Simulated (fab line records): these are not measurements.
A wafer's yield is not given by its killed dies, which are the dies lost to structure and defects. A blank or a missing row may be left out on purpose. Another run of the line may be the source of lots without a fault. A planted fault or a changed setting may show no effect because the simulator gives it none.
Lot-split experiment :: flow n5_finfet :: 7 lots, 21 wafers read, on a route of 1938 steps

## THE SPLIT
At N5_BEOL_M11_TRENCH_ETCH_37 (etches SiCOH lowk in C4F6/O2, target depth 148.83 nm, time 48 s), the setting time_s was moved away from the recipe's 48 s on 4 of the 21 wafers read, by -17.2% to +9.3%. This setting was run at the recipe's value on the other wafers.

## FROM THE SPLIT TO THE READING: what the file shows between them, 11 steps
- N5_BEOL_M11_ETCH_41: etches SiCN in CH3F/O2, target depth 42.6 nm, time 86 s
- N5_BEOL_M11_STRIP_77: strips in N2/H2, time 10 s
- N5_BEOL_M11_OCD_MEAS_38
- N5_BEOL_M11_HM_STRIP_39: strips TiN in peroxide tin strip, target depth 25 nm, time 158 s
- N5_BEOL_M11_SRD_40: time 30 s
- N5_BEOL_M11_ECD_50: material Cu, target thk 318 nm
- N5_BEOL_M11_ANNEAL_51: time 90 s
- N5_BEOL_M11_CMP_52: polishes, stops on SiCOH lowk, t overpolish 7 s, target thk 140 nm
- N5_BEOL_M11_THK_MEAS_53: measures by xrf
- N5_BEOL_M11_PRE_CLEAN_55: time 15 s
- N5_BEOL_M11_DEP_56: deposits SiCN from 3MS/NH3, target thk 30 nm, time 10.5 s

## THE READING
M11_RS, in ohm/sq, at N5_BEOL_M11_RS_MEAS_57 (measures by four-point-probe). Fault-free wafers of this fab line usually give 0.1500 ohm/sq, standard deviation 0.0026 ohm/sq.

wafer: L075.1
tool, chamber at the split: rie_diel-01, 0
time_s as run, s: 43.88
against the recipe: -8.6%
M11_RS, ohm/sq: 0.1644
against lot-mates on the recipe: +0.0138

wafer: L075.2
tool, chamber at the split: rie_diel-01, 3,2
time_s as run, s: 48
against the recipe: recipe
M11_RS, ohm/sq: 0.1502
against lot-mates on the recipe: -

wafer: L075.4
tool, chamber at the split: rie_diel-01, 3,2
time_s as run, s: 48
against the recipe: recipe
M11_RS, ohm/sq: 0.1509
against lot-mates on the recipe: -

wafer: L084.4
tool, chamber at the split: rie_diel-05, 1
time_s as run, s: 48
against the recipe: recipe
M11_RS, ohm/sq: 0.1490
against lot-mates on the recipe: -

wafer: L084.5
tool, chamber at the split: rie_diel-05, 1
time_s as run, s: 39.76
against the recipe: -17.2%
M11_RS, ohm/sq: 0.1847
against lot-mates on the recipe: +0.0370

wafer: L084.6
tool, chamber at the split: rie_diel-05, 2
time_s as run, s: 48
against the recipe: recipe
M11_RS, ohm/sq: 0.1463
against lot-mates on the recipe: -

wafer: L085.1
tool, chamber at the split: rie_diel-02, 1
time_s as run, s: 52.48
against the recipe: +9.3%
M11_RS, ohm/sq: 0.1358
against lot-mates on the recipe: -0.0158

wafer: L085.3
tool, chamber at the split: rie_diel-02, 0
time_s as run, s: 48
against the recipe: recipe
M11_RS, ohm/sq: 0.1504
against lot-mates on the recipe: -

wafer: L085.4
tool, chamber at the split: rie_diel-02, 3
time_s as run, s: 48
against the recipe: recipe
M11_RS, ohm/sq: 0.1527
against lot-mates on the recipe: -

wafer: L090.1
tool, chamber at the split: rie_diel-01, 3
time_s as run, s: 48
against the recipe: recipe
M11_RS, ohm/sq: 0.1523
against lot-mates on the recipe: -

wafer: L090.2
tool, chamber at the split: rie_diel-01, 0
time_s as run, s: 41.85
against the recipe: -12.8%
M11_RS, ohm/sq: 0.1792
against lot-mates on the recipe: +0.0285

wafer: L090.3
tool, chamber at the split: rie_diel-01, 1
time_s as run, s: 48
against the recipe: recipe
M11_RS, ohm/sq: 0.1490
against lot-mates on the recipe: -

wafer: L091.1
tool, chamber at the split: rie_diel-02, 0
time_s as run, s: 48
against the recipe: recipe
M11_RS, ohm/sq: 0.1507
against lot-mates on the recipe: -

wafer: L091.2
tool, chamber at the split: rie_diel-02, 1
time_s as run, s: 48
against the recipe: recipe
M11_RS, ohm/sq: 0.1483
against lot-mates on the recipe: -

wafer: L091.6
tool, chamber at the split: rie_diel-02, 2
time_s as run, s: 48
against the recipe: recipe
M11_RS, ohm/sq: 0.1445
against lot-mates on the recipe: -

wafer: L089.1
tool, chamber at the split: rie_diel-01, 0
time_s as run, s: 48
against the recipe: recipe
M11_RS, ohm/sq: 0.1503
against lot-mates on the recipe: -

wafer: L089.4
tool, chamber at the split: rie_diel-01, 2
time_s as run, s: 48
against the recipe: recipe
M11_RS, ohm/sq: 0.1477
against lot-mates on the recipe: -

wafer: L089.5
tool, chamber at the split: rie_diel-01, 1
time_s as run, s: 48
against the recipe: recipe
M11_RS, ohm/sq: 0.1490
against lot-mates on the recipe: -

wafer: L097.2
tool, chamber at the split: rie_diel-05, 3
time_s as run, s: 48
against the recipe: recipe
M11_RS, ohm/sq: 0.1505
against lot-mates on the recipe: -

wafer: L097.3
tool, chamber at the split: rie_diel-05, 2
time_s as run, s: 48
against the recipe: recipe
M11_RS, ohm/sq: 0.1529
against lot-mates on the recipe: -

wafer: L097.4
tool, chamber at the split: rie_diel-05, 1
time_s as run, s: 48
against the recipe: recipe
M11_RS, ohm/sq: 0.1513
against lot-mates on the recipe: -
Where a row lists several chambers, the file gives one row for several wafers and doesn't say which wafer went through which chamber.

FIT RESULTS
A straight line over all 21 wafers: M11_RS changes by -0.00197 ohm/sq for each +1% of time_s; r = -0.97; the points scatter about the line by 0.0025 ohm/sq.
The same after taking each lot's own level away (the mean of its wafers on the recipe; 21 wafers): -0.00204 ohm/sq for each +1%; r = -0.99; scatter 0.0019 ohm/sq.
The reading moves by 0.035 ohm/sq for the largest change in time_s, on that fit.
From 0.14765 to 0.15157 ohm/sq: that is the span of the lots' own levels, equal to 1.5 times the standard deviation above.
The two slopes are in agreement: the lot-to-lot level therefore moves the slope only a little.
Check: with one of the wafers moved furthest among these (-17.2%) left out of the fit, the line predicts +0.0334 ohm/sq for it against its lot-mates. Against them it came out at +0.037 ohm/sq.

## FURTHER SPLITS ON THESE WAFERS
Before the reading, these wafers also passed through other splits. Each is held against what the fit with the lots' levels taken away leaves over:
other split on the same wafers: N5_BEOL_M9_DESCUM_16 time_s
wafers away from the commonest value: 5
r with M11_RS (lot level and that fit taken away): -0.18

other split on the same wafers: N5_BEOL_M9_ETCH_62 time_s
wafers away from the commonest value: 9
r with M11_RS (lot level and that fit taken away): -0.24

other split on the same wafers: N5_BEOL_M10_TRENCH_ETCH_37 time_s
wafers away from the commonest value: 8
r with M11_RS (lot level and that fit taken away): -0.43

other split on the same wafers: N5_BEOL_M11_VIA_ETCH_34 time_s
wafers away from the commonest value: 8
r with M11_RS (lot level and that fit taken away): +0.32

## THE WHOLE CHAIN: every reading that the file lists as answering this split, in the file's order
step: N5_BEOL_M11_TRENCH_ETCH_37
what it does: etches SiCOH lowk in C4F6/O2, target depth 148.83 nm, time 48 s
reading: BEOL_M11.feature_depth_nm (the simulator's own value, which no gauge read)
change (the file's fit): +1.51 nm for each +1% of the setting
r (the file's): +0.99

step: N5_BEOL_M11_TRENCH_ETCH_37
what it does: etches SiCOH lowk in C4F6/O2, target depth 148.83 nm, time 48 s
reading: etch.depth_nm (the simulator's own value, which no gauge read)
change (the file's fit): +1.51 nm for each +1% of the setting
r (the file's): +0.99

step: N5_BEOL_M11_TRENCH_ETCH_37
what it does: etches SiCOH lowk in C4F6/O2, target depth 148.83 nm, time 48 s
reading: TiN_of_BEOL_M11_HM_DEP_02.thk_nm (the simulator's own value, which no gauge read)
change (the file's fit): -0.0464 nm for each +1% of the setting
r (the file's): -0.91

step: N5_BEOL_M11_OCD_MEAS_38
what it does: 
reading: trench_depth_nm
change (the file's fit): +1.54 nm for each +1% of the setting
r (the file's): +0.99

step: N5_BEOL_M11_CMP_52
what it does: polishes, stops on SiCOH lowk, t overpolish 7 s, target thk 140 nm
reading: Cu_of_BEOL_M11_ECD_50.thk_nm (the simulator's own value, which no gauge read)
change (the file's fit): +1.51 nm for each +1% of the setting
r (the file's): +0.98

step: N5_BEOL_M11_THK_MEAS_53
what it does: measures by xrf
reading: M11_THK
change (the file's fit): +1.47 for each +1% of the setting
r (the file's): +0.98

step: N5_BEOL_M11_RS_MEAS_57
what it does: measures by four-point-probe
reading: M11_RS
change (the file's fit): -0.00205 for each +1% of the setting
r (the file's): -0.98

## FILE'S OWN FIT
M11_RS changes by -0.00205 ohm/sq for each +1% of time_s, r = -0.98.
